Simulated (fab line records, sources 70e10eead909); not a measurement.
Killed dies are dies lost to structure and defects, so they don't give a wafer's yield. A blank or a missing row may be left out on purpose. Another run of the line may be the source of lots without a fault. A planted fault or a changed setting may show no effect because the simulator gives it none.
Which tool is to blame? + flow nand harc + Sampling: 11 lots, 33 wafers, 6 of 1159 route steps

## WHAT THE GAUGES SHOWED, per wafer
NHARC_A_M0_CD_MEAS_16.
| lot  | measured     | on        | cd nm (nm)     |
|------|--------------|-----------|----------------|
| L447 | day 17 17:27 | cd sem-03 | 80.5 79.1 80.4 |
| L450 | day 17 21:42 | cd sem-02 | 80.7 80.1 80.0 |
| L446 | day 18 00:14 | cd sem-01 | 79.7 77.7 80.5 |
| L451 | day 18 02:40 | cd sem-01 | 81.1 80.1 79.8 |
| L452 | day 18 17:32 | cd sem-03 | 78.3 78.4 78.7 |
| L458 | day 20 17:47 | cd sem-01 | 81.0 79.1 79.5 |
| L461 | day 20 23:17 | cd sem-02 | 81.2 80.3 80.0 |
| L462 | day 20 23:26 | cd sem-03 | 80.3 80.3 80.2 |
| L459 | day 21 02:34 | cd sem-03 | 80.1 81.0 80.8 |
| L465 | day 22 05:06 | cd sem-03 | 78.5 80.2 80.8 |
| L468 | day 22 19:09 | cd sem-03 | 80.0 80.4 80.1 |

NHARC_A_M1_CD_MEAS_09: target cd 120 nm.
| lot  | measured     | on        | cd nm (nm)                          |
|------|--------------|-----------|-------------------------------------|
| L447 | day 17 20:55 | cd sem-02 | 119.3 119.4 120.6                   |
| L450 | day 18 01:22 | cd sem-01 | 119.9 120.5 119.8                   |
| L446 | day 18 03:55 | cd sem-01 | 119.9 119.8 120.0                   |
| L451 | day 18 06:21 | cd sem-02 | 119.9 119.6 120.6                   |
| L452 | day 18 21:08 | cd sem-01 | 119.7 120.4 121.0                   |
| L458 | day 20 22:04 | cd sem-01 | 130.9 130.8 131.8 131.0 130.9 131.6 |
| L461 | day 21 02:52 | cd sem-01 | 118.9 118.8 119.6                   |
| L462 | day 21 03:12 | cd sem-02 | 127.6 127.6 128.4 127.6 127.4 128.1 |
| L459 | day 21 06:23 | cd sem-02 | 128.2 126.6 127.5 128.4 126.6 127.6 |
| L465 | day 22 08:56 | cd sem-02 | 120.1 120.6 119.7                   |
| L468 | day 22 22:34 | cd sem-01 | 120.4 119.6 119.6                   |

NHARC_END_SORT_01.
| lot  | measured     | on        | defect limited yield (%) | killed at array | killed at other | killed at periphery | killed dies | killed open | killed short | sort_bin_2_pct (%) | sort_bin_3_pct (%) | sort_bin_4_pct (%) | sort n pass | sort rim yield pct (%) | sort yield pct (%) |
|------|--------------|-----------|--------------------------|-----------------|-----------------|---------------------|-------------|-------------|--------------|--------------------|--------------------|--------------------|-------------|------------------------|--------------------|
| L451 | day 20 04:32 | prober-01 | 96.3 96.6 96.0           | 22 21 19        | 0 0 2           | 3 2 6               | 25 23 27    | 2 4 6       | 0 2 3        | 1.3 0.4 0.9        | 0 0.15 0.15        | 2.4 2.8 3.0        | 652 654 650 | 98.1 97.2 100.0        | 96.3 96.6 96.0     |
| L452 | day 20 18:35 | prober-02 | 94.7 94.8 93.1           | 31 33 40        | 0 0 1           | 5 2 6               | 36 35 47    | 3 2 3       | 0 2 4        | 2.5 1.3 2.5        | 0 0.15 0.30        | 2.8 3.7 4.1        | 641 642 630 | 93.4 92.5 95.3         | 94.7 94.8 93.1     |
| L458 | day 23 01:32 | prober-02 | 97.0 97.6 97.3           | 17 15 15        | 0 0 0           | 3 1 3               | 20 16 18    | 5 0 5       | 2 1 2        | 0.4 0.3 0.4        | 0.15 0.59 0.30     | 2.4 1.5 1.9        | 657 661 659 | 99.1 99.1 96.2         | 97.0 97.6 97.3     |
| L461 | day 23 03:14 | prober-01 | 92.5 93.9 92.2           | 50 38 52        | 0 0 1           | 1 3 0               | 51 41 53    | 2 5 2       | 2 2 3        | 3.4 2.7 2.4        | 0.44 0.30 0.30     | 3.7 3.1 5.2        | 626 636 624 | 88.7 91.5 97.2         | 92.5 93.9 92.2     |
| L462 | day 23 03:31 | prober-02 | 92.2 93.5 94.7           | 49 38 34        | 2 2 0           | 2 4 2               | 53 44 36    | 2 4 3       | 4 3 1        | 1.5 2.4 1.6        | 0.15 0.59 0.30     | 6.2 3.5 3.4        | 624 633 641 | 95.3 97.2 94.3         | 92.2 93.5 94.7     |
| L459 | day 23 07:32 | prober-01 | 95.1 95.3 96.0           | 28 26 24        | 0 2 1           | 5 4 2               | 33 32 27    | 4 6 3       | 3 2 3        | 1.5 1.9 1.5        | 0.74 0.59 0        | 2.7 2.2 2.5        | 644 645 650 | 92.5 94.3 93.4         | 95.1 95.3 96.0     |
| L468 | day 24 10:47 | prober-01 | 95.6 94.5 95.4           | 22 34 29        | 1 2 0           | 7 1 2               | 30 37 31    | 4 1 3       | 3 2 0        | 0.9 1.5 1.9        | 0 0.30 0.30        | 3.5 3.7 2.4        | 647 640 646 | 94.3 95.3 92.5         | 95.6 94.5 95.4     |

## TOOL THAT RAN EACH LOT (tool first, then ch and the chambers of the sampled wafers, then the start)
| lot  | NHARC_A_M0_DEGAS_28          | NHARC_A_M1_EXPOSE_06               | NHARC_A_M1_DESCUM_14               |
|------|------------------------------|------------------------------------|------------------------------------|
| L447 | pvd sputter-01, day 17 18:04 | arfi scanner-02 ch 0, day 17 20:47 | rie diel-07 ch 1,2,3, day 17 21:08 |
| L450 | pvd sputter-03, day 17 22:19 | arfi scanner-02 ch 0, day 18 01:14 | rie diel-05 ch 0,2,3, day 18 01:33 |
| L446 | pvd sputter-03, day 18 00:53 | arfi scanner-01 ch 0, day 18 03:46 | rie diel-09 ch 0,1, day 18 04:05   |
| L451 | pvd sputter-03, day 18 03:20 | arfi scanner-01 ch 0, day 18 06:13 | rie diel-07 ch 2,3, day 18 06:32   |
| L452 | pvd sputter-01, day 18 18:10 | arfi scanner-01 ch 0, day 18 20:59 | rie diel-07 ch 0,1, day 18 21:19   |
| L458 | pvd sputter-01, day 20 18:24 | arfi scanner-02 ch 0, day 20 21:56 | rie diel-07 ch 1,3, day 21 03:26   |
| L461 | pvd sputter-03, day 20 23:56 | arfi scanner-01 ch 0, day 21 02:44 | rie diel-09 ch 0,2, day 21 03:03   |
| L462 | pvd sputter-02, day 21 00:06 | arfi scanner-02 ch 0, day 21 03:04 | rie diel-05 ch 0,1,3, day 21 10:02 |
| L459 | pvd sputter-03, day 21 03:10 | arfi scanner-02 ch 0, day 21 06:14 | rie diel-09 ch 0,1, day 21 08:26   |
| L465 | pvd sputter-01, day 22 05:44 | arfi scanner-01 ch 0, day 22 08:48 | rie diel-05 ch 0,1,2, day 22 09:08 |
| L468 | pvd sputter-02, day 22 19:46 | arfi scanner-01 ch 0, day 22 22:26 | rie diel-05 ch 0,1,3, day 22 22:45 |
- NHARC_A_M0_DEGAS_28: time 60 s.
- NHARC_A_M1_EXPOSE_06: exposes mask A M1, target cd 120 nm.
- NHARC_A_M1_DESCUM_14: chemistry O2, time 3 s.

## AS READ BY THE TOOLS THEMSELVES (means over the sampled wafers that have a number; for cases with no such wafer, the mark the record gives instead)
NHARC_A_M0_DEGAS_28.
| lot  | tool           | heater power w (W) |
|------|----------------|--------------------|
| L447 | pvd sputter-01 | 323                |
| L450 | pvd sputter-03 | 308                |
| L446 | pvd sputter-03 | 316                |
| L451 | pvd sputter-03 | 300                |
| L452 | pvd sputter-01 | 361                |
| L458 | pvd sputter-01 | 333                |
| L461 | pvd sputter-03 | 318                |
| L462 | pvd sputter-02 | 318                |
| L459 | pvd sputter-03 | 322                |
| L465 | pvd sputter-01 | 339                |
| L468 | pvd sputter-02 | 330                |

NHARC_A_M1_EXPOSE_06.
| lot  | tool            | exposure dose mJ cm2 |
|------|-----------------|----------------------|
| L447 | arfi scanner-02 | 75.16                |
| L450 | arfi scanner-02 | 75.07                |
| L446 | arfi scanner-01 | 75.09                |
| L451 | arfi scanner-01 | 75.09                |
| L452 | arfi scanner-01 | 75.01                |
| L458 | arfi scanner-02 | 89.75                |
| L461 | arfi scanner-01 | 75.03                |
| L462 | arfi scanner-02 | 87.01                |
| L459 | arfi scanner-02 | 84.56                |
| L465 | arfi scanner-01 | 75.03                |
| L468 | arfi scanner-01 | 75.04                |

NHARC_A_M1_DESCUM_14.
| lot  | tool        | drypump motor current A (A) | oes product au (a.u.) | rf vpp V (V) | showerhead plenum p Torr (Torr) | throttle valve pct (%) |
|------|-------------|-----------------------------|-----------------------|--------------|---------------------------------|------------------------|
| L447 | rie diel-07 | 5.3                         | 1.001                 | 57.3         | 1.90                            | 11.316                 |
| L450 | rie diel-05 | 6.0                         | 1.007                 | 57.3         | 1.88                            | 11.311                 |
| L446 | rie diel-09 | 5.5                         | 0.993                 | 57.1         | 1.94                            | 11.308                 |
| L451 | rie diel-07 | 5.3                         | 1.003                 | 58.6         | 1.91                            | 11.318                 |
| L452 | rie diel-07 | 5.3                         | 1.004                 | 57.9         | 1.96                            | 11.304                 |
| L458 | rie diel-07 | 5.3                         | 1.004                 | 58.5         | 1.85                            | 11.310                 |
| L461 | rie diel-09 | 5.2                         | 0.998                 | 58.2         | 1.93                            | 11.320                 |
| L462 | rie diel-05 | 6.0                         | 0.998                 | 57.6         | 1.90                            | 11.308                 |
| L459 | rie diel-09 | 5.5                         | 0.999                 | 57.4         | 1.94                            | 11.315                 |
| L465 | rie diel-05 | 6.3                         | 0.994                 | 58.1         | 1.91                            | 11.319                 |
| L468 | rie diel-05 | 6.1                         | 0.991                 | 57.0         | 1.90                            | 11.316                 |

## THE ANSWER, worked out from the rows above alone
Rule: usual is defined by the lots themselves. Put in order of their means at a reading, lots are off if they are a third of the lots or fewer, leave a main group of 4 or more, and stand apart from it by a gap of 3 or more times the standard deviation of the main group's means; of several such gaps the widest counts. A main group whose means are all the same, to the digits that the tables above print for the reading, isn't used. A lot without any number at a reading at which 4 lots or more have one is off too. All remaining lots with rows at the step are treated as sound. Order of review: gauges by route order, followed by the tools' own readings, for which a lot's mean as printed above is used. The first step at which some lot is off is used, and at that step the reading that is off furthest; a lot without a number counts as furthest.
Off at NHARC_A_M1_CD_MEAS_09 (cd nm): L458, L462, L459. Mean 119.9 nm and standard deviation 0.35 in the main group.
A tool fits if, at a process step before that reading, it ran every lot that is off, and no sound lot after the first of them. Not tried: the gauges at NHARC_A_M1_CD_MEAS_09; whatever is off there is also off at NHARC_A_M1_EXPOSE_06, on other tools, and gauge error can't account for it. One candidate fits, namely arfi scanner-02 at NHARC_A_M1_EXPOSE_06. Its last sound lot is L450 (day 18 01:14), its first lot that is off L458 (day 20 21:56): a fault that began between those two fits.
On the lots that are off, the tool's own readings at NHARC_A_M1_EXPOSE_06 differ by more than 5 times the standard deviation of the sound lots' means, which bears it out; exposure dose mJ cm2 reads 87.11 there versus 75.06 on the sound lots.

## WHAT HAD BEEN PUT IN BY THE SIMULATOR
Process parameter drift: arfi scanner-02, from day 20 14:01 on, at NHARC_A_M1_EXPOSE_06. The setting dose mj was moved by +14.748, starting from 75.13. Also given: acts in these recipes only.
Lots struck among those shown: L458, L462, L459. The same result came from the rule above.
